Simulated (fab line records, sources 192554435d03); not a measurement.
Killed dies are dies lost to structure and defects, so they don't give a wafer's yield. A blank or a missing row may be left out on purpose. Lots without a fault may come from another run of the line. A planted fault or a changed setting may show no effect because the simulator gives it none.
Tool commonality check | flow n5_finfet | 9 lots, 27 wafers sampled

WHY IT WAS OPENED
At N5_HKMG_FIN_CD_MEAS_12 the reading cd_nm is flagged on 2 of 9 lots. Wafers without a fault read 93.0 nm, standard deviation 0.57.
Rule: a lot is flagged when every wafer of it that has a number lies more than 4 standard deviations from that mean, or none has a number. The other lots count as sound.

lot  | measured    | on        | cd_nm (nm), wafer by wafer | flag
L724 | day 4 02:59 | cd_sem-01 | 92.5 92.6 93.9             |
L726 | day 4 20:05 | cd_sem-01 | 93.6 93.9 94.0             |
L728 | day 5 04:19 | cd_sem-02 | 92.8 92.7 93.3             |
L735 | day 6 21:55 | cd_sem-02 | 93.0 92.9 92.8             |
L737 | day 7 08:47 | cd_sem-02 | 93.0 92.9 93.3             |
L738 | day 7 15:22 | cd_sem-01 | 99.7 98.5 99.3             | FLAGGED
L742 | day 8 12:56 | cd_sem-03 | 93.1 93.4 93.9             |
L744 | day 9 02:24 | cd_sem-01 | 97.5 97.8 97.5             | FLAGGED
L747 | day 9 23:08 | cd_sem-02 | 92.2 92.2 92.7             |
The numbers of the flagged lots are 98.4 nm on average: +5.4 nm against the usual, or +9 standard deviations.

WHICH TOOL RAN EACH LOT
The record holds 4 process steps before the reading, out of a route of 1938 steps. In each cell: the tool, then ch and the chambers that the sampled wafers went through, then the start.
lot  | flag    | N5_HKMG_FIN_ETCH_55               | N5_HKMG_FIN_STRIP_93              | N5_HKMG_FIN_ALD_79                 | N5_HKMG_FIN_EXPOSE_09
L724 |         | rie_diel-02 ch 2,3, day 3 23:46   | rie_diel-02 ch 2,3, day 4 00:24   | ald_metal-03 ch 0,1, day 4 01:02   | arfi_scanner-01 ch 0, day 4 02:51
L726 |         | rie_diel-04 ch 0,2,3, day 4 16:16 | rie_diel-04 ch 0,2,3, day 4 16:51 | ald_metal-03 ch 0,1, day 4 17:28   | arfi_scanner-02 ch 0, day 4 19:58
L728 |         | rie_diel-04 ch 1,3, day 5 01:00   | rie_diel-04 ch 1,3, day 5 01:38   | ald_metal-03 ch 0,2,3, day 5 02:16 | arfi_scanner-02 ch 0, day 5 04:11
L735 |         | rie_diel-02 ch 0,1,3, day 6 18:40 | rie_diel-02 ch 0,1,3, day 6 19:18 | ald_metal-04 ch 1,2,3, day 6 19:56 | arfi_scanner-01 ch 0, day 6 21:47
L737 |         | rie_diel-02 ch 1,2, day 7 05:31   | rie_diel-02 ch 1,2, day 7 06:09   | ald_metal-04 ch 1,2,3, day 7 06:47 | arfi_scanner-01 ch 0, day 7 08:40
L738 | FLAGGED | rie_diel-02 ch 0,1,2, day 7 12:16 | rie_diel-02 ch 0,1,2, day 7 12:53 | ald_metal-04 ch 0,2,3, day 7 13:34 | arfi_scanner-01 ch 0, day 7 15:14
L742 |         | rie_diel-04 ch 0,1,3, day 8 09:44 | rie_diel-04 ch 0,1,3, day 8 10:22 | ald_metal-02 ch 1,2,3, day 8 11:00 | arfi_scanner-02 ch 0, day 8 12:49
L744 | FLAGGED | rie_diel-04 ch 0,1,3, day 8 23:12 | rie_diel-04 ch 0,1,3, day 8 23:50 | ald_metal-04 ch 0,1,2, day 9 00:28 | arfi_scanner-01 ch 0, day 9 02:16
L747 |         | rie_diel-02 ch 1,2,3, day 9 19:57 | rie_diel-02 ch 1,2,3, day 9 20:35 | ald_metal-04 ch 0,3, day 9 21:13   | arfi_scanner-02 ch 0, day 9 23:01
What these steps do:
- N5_HKMG_FIN_ETCH_55: etches SOC in N2/H2, target depth 240 nm, time 300 s.
- N5_HKMG_FIN_STRIP_93: strips SOC in N2/H2, time 20 s.
- N5_HKMG_FIN_ALD_79: deposits TiN, target thk 1.5 nm, pulse time 1 s, purge time 3 s.
- N5_HKMG_FIN_EXPOSE_09: exposes mask NWFM.
- N5_HKMG_FIN_CD_MEAS_12: target cd 92.8 nm.

FLAGGED OVER TOTAL, TOOL BY TOOL (the gauges that took the reading come last)
step                   | tool            | lots run | flagged | share of the flagged lots | sound lots run after its first flagged lot
N5_HKMG_FIN_ETCH_55    | rie_diel-02     | 5        | 1       | some                      | 1 (L747)
N5_HKMG_FIN_ETCH_55    | rie_diel-04     | 4        | 1       | some                      | 0
N5_HKMG_FIN_STRIP_93   | rie_diel-02     | 5        | 1       | some                      | 1 (L747)
N5_HKMG_FIN_STRIP_93   | rie_diel-04     | 4        | 1       | some                      | 0
N5_HKMG_FIN_ALD_79     | ald_metal-02    | 1        | 0       | none                      | -
N5_HKMG_FIN_ALD_79     | ald_metal-03    | 3        | 0       | none                      | -
N5_HKMG_FIN_ALD_79     | ald_metal-04    | 5        | 2       | all                       | 1 (L747)
N5_HKMG_FIN_EXPOSE_09  | arfi_scanner-01 | 5        | 2       | all                       | 0
N5_HKMG_FIN_EXPOSE_09  | arfi_scanner-02 | 4        | 0       | none                      | -
N5_HKMG_FIN_CD_MEAS_12 | cd_sem-01       | 4        | 2       | all                       | 0
N5_HKMG_FIN_CD_MEAS_12 | cd_sem-02       | 4        | 0       | none                      | -
N5_HKMG_FIN_CD_MEAS_12 | cd_sem-03       | 1        | 0       | none                      | -

WHAT THE TABLE ALLOWS
3 rows of the table ran every flagged lot: ald_metal-04 at N5_HKMG_FIN_ALD_79, arfi_scanner-01 at N5_HKMG_FIN_EXPOSE_09, cd_sem-01 at N5_HKMG_FIN_CD_MEAS_12.
- ald_metal-04 at N5_HKMG_FIN_ALD_79: 2 of its 5 lots flagged. Sound lots ran on it after the first flagged one (L747), which a lasting fault on the whole tool wouldn't allow.
- arfi_scanner-01 at N5_HKMG_FIN_EXPOSE_09: 2 of its 5 lots flagged. Its last sound lot is L737 (day 7 08:40), its first flagged lot L738 (day 7 15:14): a fault that began between those two fits. Its own readings lie more than 4 standard deviations out on every wafer of the flagged lots: exposure_dose_mJ_cm2.
- cd_sem-01 at N5_HKMG_FIN_CD_MEAS_12: 2 of its 4 lots flagged. Its last sound lot is L726 (day 4 20:05), its first flagged lot L738 (day 7 15:22): a fault that began between those two fits.
Counting lots can't tell these 2 tools apart, because each fits a fault that began at some hour. More lots, or a look at what each step does to the wafer, might.

WHAT THE SIMULATOR HAD PUT IN
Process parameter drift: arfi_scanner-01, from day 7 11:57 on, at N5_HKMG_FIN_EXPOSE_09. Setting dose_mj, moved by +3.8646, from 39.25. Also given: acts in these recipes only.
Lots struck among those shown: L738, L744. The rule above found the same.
